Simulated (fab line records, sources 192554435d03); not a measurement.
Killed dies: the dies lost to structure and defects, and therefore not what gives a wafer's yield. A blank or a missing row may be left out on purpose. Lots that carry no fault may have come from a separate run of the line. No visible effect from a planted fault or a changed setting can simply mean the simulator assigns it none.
Split-lot experiment || flow n5-finfet || 39 wafers read from 7 lots, route of 1938 steps

## ON THE SPLIT
At N5_FIN_SAQP_HM_DEP_03 (deposits SiNx from SiH4/NH3/N2, target thk 38 nm, time 33.6 s), the setting time-s was moved away from the recipe's 33.6 s on 15 of the 39 wafers read, by +22.3% to +56.6%. The other wafers ran this setting at the recipe's value.

## FROM THE SPLIT TO THE READING: what the file shows between them, 4 steps
- N5_FIN_SAQP_THK_MEAS_05
- N5_FIN_SAQP_PECVD_47: deposits a-Si from SiH4/He, target thk 45 nm, time 36.3 s
- N5_FIN_SAQP_PECVD_48: deposits SiNx from SiH4/NH3/N2, target thk 25 nm, time 22.1 s
- N5_FIN_SAQP_MANDREL2_REMOVE_60: chemistry HBr/Cl2/O2, target a-Si, stops on SiNx, bt time 10 s

## THE READING
FIN_SAQP.cd-nm (the simulator's own value, which no gauge read), in nm, at N5_FIN_SAQP_HM_OPEN_33 (chemistry CH3F/O2, target SiNx, target depth 49.4 nm, time 70.6 s). There is no usual value for it anywhere in the file. The 24 wafers here that ran the recipe average 8.1 nm, standard deviation 0.097 nm.

{"wafer": "L074.1", "tool, chamber at the split": "pecvd-04, 2", "time-s as run, s": 33.6, "against the recipe": "recipe", "FIN_SAQP.cd-nm, nm": 8.2, "against lot-mates on the recipe": "-"}
{"wafer": "L074.2", "tool, chamber at the split": "pecvd-04, 1", "time-s as run, s": 33.6, "against the recipe": "recipe", "FIN_SAQP.cd-nm, nm": 8, "against lot-mates on the recipe": "-"}
{"wafer": "L074.3", "tool, chamber at the split": "pecvd-04, 0", "time-s as run, s": 33.6, "against the recipe": "recipe", "FIN_SAQP.cd-nm, nm": 8.2, "against lot-mates on the recipe": "-"}
{"wafer": "L074.4", "tool, chamber at the split": "pecvd-04, 2", "time-s as run, s": 33.6, "against the recipe": "recipe", "FIN_SAQP.cd-nm, nm": 8.2, "against lot-mates on the recipe": "-"}
{"wafer": "L074.5", "tool, chamber at the split": "pecvd-04, 1", "time-s as run, s": 33.6, "against the recipe": "recipe", "FIN_SAQP.cd-nm, nm": 8, "against lot-mates on the recipe": "-"}
{"wafer": "L074.6", "tool, chamber at the split": "pecvd-04, 0", "time-s as run, s": 33.6, "against the recipe": "recipe", "FIN_SAQP.cd-nm, nm": 8, "against lot-mates on the recipe": "-"}
{"wafer": "L075.1", "tool, chamber at the split": "pecvd-03, 1", "time-s as run, s": 51.36, "against the recipe": "+52.9%", "FIN_SAQP.cd-nm, nm": 7.6, "against lot-mates on the recipe": -0.5}
{"wafer": "L075.2", "tool, chamber at the split": "pecvd-03, 0", "time-s as run, s": 51.36, "against the recipe": "+52.9%", "FIN_SAQP.cd-nm, nm": 7.8, "against lot-mates on the recipe": -0.3}
{"wafer": "L075.3", "tool, chamber at the split": "pecvd-03, 2", "time-s as run, s": 33.6, "against the recipe": "recipe", "FIN_SAQP.cd-nm, nm": 8.2, "against lot-mates on the recipe": "-"}
{"wafer": "L075.4", "tool, chamber at the split": "pecvd-03, 2", "time-s as run, s": 33.6, "against the recipe": "recipe", "FIN_SAQP.cd-nm, nm": 8, "against lot-mates on the recipe": "-"}
{"wafer": "L075.5", "tool, chamber at the split": "pecvd-03, 0", "time-s as run, s": 51.36, "against the recipe": "+52.9%", "FIN_SAQP.cd-nm, nm": 7.8, "against lot-mates on the recipe": -0.3}
{"wafer": "L075.6", "tool, chamber at the split": "pecvd-03, 1", "time-s as run, s": 33.6, "against the recipe": "recipe", "FIN_SAQP.cd-nm, nm": 8, "against lot-mates on the recipe": "-"}
{"wafer": "L078.2", "tool, chamber at the split": "pecvd-04, 1", "time-s as run, s": 33.6, "against the recipe": "recipe", "FIN_SAQP.cd-nm, nm": 8.2, "against lot-mates on the recipe": "-"}
{"wafer": "L078.4", "tool, chamber at the split": "pecvd-04, 0", "time-s as run, s": 33.6, "against the recipe": "recipe", "FIN_SAQP.cd-nm, nm": 8, "against lot-mates on the recipe": "-"}
{"wafer": "L078.6", "tool, chamber at the split": "pecvd-04, 1", "time-s as run, s": 33.6, "against the recipe": "recipe", "FIN_SAQP.cd-nm, nm": 8.2, "against lot-mates on the recipe": "-"}
{"wafer": "L085.1", "tool, chamber at the split": "pecvd-01, 1", "time-s as run, s": 46.33, "against the recipe": "+37.9%", "FIN_SAQP.cd-nm, nm": 7.8, "against lot-mates on the recipe": -0.2}
{"wafer": "L085.2", "tool, chamber at the split": "pecvd-01, 2", "time-s as run, s": 33.6, "against the recipe": "recipe", "FIN_SAQP.cd-nm, nm": 8, "against lot-mates on the recipe": "-"}
{"wafer": "L085.3", "tool, chamber at the split": "pecvd-01, 0", "time-s as run, s": 46.33, "against the recipe": "+37.9%", "FIN_SAQP.cd-nm, nm": 7.8, "against lot-mates on the recipe": -0.2}
{"wafer": "L085.4", "tool, chamber at the split": "pecvd-01, 2", "time-s as run, s": 33.6, "against the recipe": "recipe", "FIN_SAQP.cd-nm, nm": 8, "against lot-mates on the recipe": "-"}
{"wafer": "L085.5", "tool, chamber at the split": "pecvd-01, 0", "time-s as run, s": 33.6, "against the recipe": "recipe", "FIN_SAQP.cd-nm, nm": 8, "against lot-mates on the recipe": "-"}
{"wafer": "L085.6", "tool, chamber at the split": "pecvd-01, 1", "time-s as run, s": 46.33, "against the recipe": "+37.9%", "FIN_SAQP.cd-nm, nm": 7.8, "against lot-mates on the recipe": -0.2}
{"wafer": "L088.1", "tool, chamber at the split": "pecvd-01, 1", "time-s as run, s": 33.6, "against the recipe": "recipe", "FIN_SAQP.cd-nm, nm": 8, "against lot-mates on the recipe": "-"}
{"wafer": "L088.2", "tool, chamber at the split": "pecvd-01, 0", "time-s as run, s": 46.84, "against the recipe": "+39.4%", "FIN_SAQP.cd-nm, nm": 7.8, "against lot-mates on the recipe": -0.2}
{"wafer": "L088.3", "tool, chamber at the split": "pecvd-01, 2", "time-s as run, s": 33.6, "against the recipe": "recipe", "FIN_SAQP.cd-nm, nm": 8, "against lot-mates on the recipe": "-"}
{"wafer": "L088.4", "tool, chamber at the split": "pecvd-01, 0", "time-s as run, s": 46.84, "against the recipe": "+39.4%", "FIN_SAQP.cd-nm, nm": 7.8, "against lot-mates on the recipe": -0.2}
{"wafer": "L088.5", "tool, chamber at the split": "pecvd-01, 1", "time-s as run, s": 33.6, "against the recipe": "recipe", "FIN_SAQP.cd-nm, nm": 8, "against lot-mates on the recipe": "-"}
{"wafer": "L088.6", "tool, chamber at the split": "pecvd-01, 2", "time-s as run, s": 46.84, "against the recipe": "+39.4%", "FIN_SAQP.cd-nm, nm": 7.8, "against lot-mates on the recipe": -0.2}
{"wafer": "L092.1", "tool, chamber at the split": "pecvd-03, 2", "time-s as run, s": 41.08, "against the recipe": "+22.3%", "FIN_SAQP.cd-nm, nm": 7.8, "against lot-mates on the recipe": -0.2}
{"wafer": "L092.2", "tool, chamber at the split": "pecvd-03, 1", "time-s as run, s": 33.6, "against the recipe": "recipe", "FIN_SAQP.cd-nm, nm": 8, "against lot-mates on the recipe": "-"}
{"wafer": "L092.3", "tool, chamber at the split": "pecvd-03, 0", "time-s as run, s": 41.08, "against the recipe": "+22.3%", "FIN_SAQP.cd-nm, nm": 8, "against lot-mates on the recipe": "+0.0"}
{"wafer": "L092.4", "tool, chamber at the split": "pecvd-03, 1", "time-s as run, s": 33.6, "against the recipe": "recipe", "FIN_SAQP.cd-nm, nm": 8, "against lot-mates on the recipe": "-"}
{"wafer": "L092.5", "tool, chamber at the split": "pecvd-03, 2", "time-s as run, s": 33.6, "against the recipe": "recipe", "FIN_SAQP.cd-nm, nm": 8, "against lot-mates on the recipe": "-"}
{"wafer": "L092.6", "tool, chamber at the split": "pecvd-03, 0", "time-s as run, s": 41.08, "against the recipe": "+22.3%", "FIN_SAQP.cd-nm, nm": 7.8, "against lot-mates on the recipe": -0.2}
{"wafer": "L097.1", "tool, chamber at the split": "pecvd-01, 0", "time-s as run, s": 52.62, "against the recipe": "+56.6%", "FIN_SAQP.cd-nm, nm": 7.6, "against lot-mates on the recipe": -0.6}
{"wafer": "L097.2", "tool, chamber at the split": "pecvd-01, 2", "time-s as run, s": 33.6, "against the recipe": "recipe", "FIN_SAQP.cd-nm, nm": 8.2, "against lot-mates on the recipe": "-"}
{"wafer": "L097.3", "tool, chamber at the split": "pecvd-01, 1", "time-s as run, s": 33.6, "against the recipe": "recipe", "FIN_SAQP.cd-nm, nm": 8.2, "against lot-mates on the recipe": "-"}
{"wafer": "L097.4", "tool, chamber at the split": "pecvd-01, 0", "time-s as run, s": 33.6, "against the recipe": "recipe", "FIN_SAQP.cd-nm, nm": 8.2, "against lot-mates on the recipe": "-"}
{"wafer": "L097.5", "tool, chamber at the split": "pecvd-01, 2", "time-s as run, s": 52.62, "against the recipe": "+56.6%", "FIN_SAQP.cd-nm, nm": 7.8, "against lot-mates on the recipe": -0.4}
{"wafer": "L097.6", "tool, chamber at the split": "pecvd-01, 1", "time-s as run, s": 52.62, "against the recipe": "+56.6%", "FIN_SAQP.cd-nm, nm": 7.6, "against lot-mates on the recipe": -0.6}

FIT RESULTS
A straight line over all 39 wafers: FIN_SAQP.cd-nm changes by -0.00699 nm for each +1% of time-s; r = -0.86; the points scatter about the line by 0.092 nm.
The same after taking each lot's own level away (the mean of its wafers on the recipe; 39 wafers): -0.00714 nm for each +1%; r = -0.88; scatter 0.088 nm.
That fit puts the effect of the largest move of time-s on the reading at 0.4 nm.
From 8.00 to 8.20 nm: that is the span of the lots' own levels, equal to 2.1 times the standard deviation above.
Consequently the slope shifts little with the lot-to-lot level, the two slopes agreeing.
Check: -0.371 nm against its lot-mates is what the line predicts for one of the wafers moved furthest among these (+56.6%) when that wafer is left out of the fit. It came out at -0.6 nm against them.

## THE WHOLE CHAIN: every reading that the file lists as answering this split, in the file's order
{"step": "N5_FIN_SAQP_HM_DEP_03", "what it does": "deposits SiNx from SiH4/NH3/N2, target thk 38 nm, time 33.6 s", "reading": "SiNx_of_FIN_SAQP_HM_DEP_03.thk-nm (the simulator's own value, which no gauge read)", "change (the file's fit)": "+0.382 nm for each +1% of the setting", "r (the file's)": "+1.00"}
{"step": "N5_FIN_SAQP_THK_MEAS_05", "what it does": "", "reading": "thk-nm", "change (the file's fit)": "withheld for each +1% of the setting", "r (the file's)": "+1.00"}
{"step": "N5_FIN_SAQP_HM_OPEN_33", "what it does": "chemistry CH3F/O2, target SiNx, target depth 49.4 nm, time 70.6 s", "reading": "etch-rf-on-time-s", "change (the file's fit)": "withheld for each +1% of the setting", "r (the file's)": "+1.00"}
{"step": "N5_FIN_SAQP_HM_OPEN_33", "what it does": "chemistry CH3F/O2, target SiNx, target depth 49.4 nm, time 70.6 s", "reading": "etch.depth-nm (the simulator's own value, which no gauge read)", "change (the file's fit)": "+0.382 nm for each +1% of the setting", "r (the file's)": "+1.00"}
{"step": "N5_FIN_SAQP_HM_OPEN_33", "what it does": "chemistry CH3F/O2, target SiNx, target depth 49.4 nm, time 70.6 s", "reading": "FIN_SAQP.cd-nm (the simulator's own value, which no gauge read)", "change (the file's fit)": "-0.00699 nm for each +1% of the setting", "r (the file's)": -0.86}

## THE FILE'S OWN FIT
FIN_SAQP.cd-nm changes by -0.00699 nm for each +1% of time-s, r = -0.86.
